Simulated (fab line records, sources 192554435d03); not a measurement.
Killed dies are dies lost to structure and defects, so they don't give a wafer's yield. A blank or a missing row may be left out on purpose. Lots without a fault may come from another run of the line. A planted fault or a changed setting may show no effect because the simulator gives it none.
Chamber matching | flow n5_finfet | N5_BEOL_M14_ETCH_59 on rie_diel-04: 4 sister chambers
The step etches BARC in N2/H2, target depth 89 nm, overetch 26.7 nm, time 67.9 s. 4 wafers are shown with their chamber, then 11 later ones without.

WAFERS WITH THEIR CHAMBER
wafer  | chamber | showerhead_plenum_p_Torr (Torr)
L082.4 | 0       | 2.57
L088.2 | 2       | 2.63
L088.3 | 3       | 2.48
L089.2 | 1       | 2.60

WAFERS WITHOUT THEIR CHAMBER
wafer  | showerhead_plenum_p_Torr (Torr)
L089.4 | 2.62
L089.6 | 2.57
L095.1 | 2.56
L095.2 | 2.60
L095.4 | 2.62
L094.2 | 2.60
L094.3 | 2.47
L094.5 | 2.60
L093.1 | 2.47
L093.5 | 2.62
L093.6 | 2.60

WHICH CHAMBER EACH WENT THROUGH
wafer  | from the rows above     | in truth
L089.4 | can't be placed: 2 or 1 | 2
L089.6 | 0                       | 0
L095.1 | 0                       | 0
L095.2 | 1                       | 1
L095.4 | can't be placed: 2 or 1 | 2
L094.2 | 1                       | 1
L094.3 | 3                       | 3
L094.5 | 1                       | 1
L093.1 | 3                       | 3
L093.5 | can't be placed: 2 or 1 | 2
L093.6 | 1                       | 1
Placed correctly: 8 of 11. Can't be placed from these rows: 3 (the true chamber is among the candidates in 3). Placed wrongly: 0.
How it was worked out, from the rows above alone: a wafer's distance from a chamber is the root of the sum, over the readings, of the square of ((its reading less the chamber's mean) divided by the reading's scatter). The wafer belongs to the nearest chamber; if the next one is less than 2 further off, it can't be placed. A chamber's mean is the mean of its shown wafers. The scatter: with one shown wafer a chamber, the root of the mean of the squares of how far each hidden wafer lies from its nearest shown one.
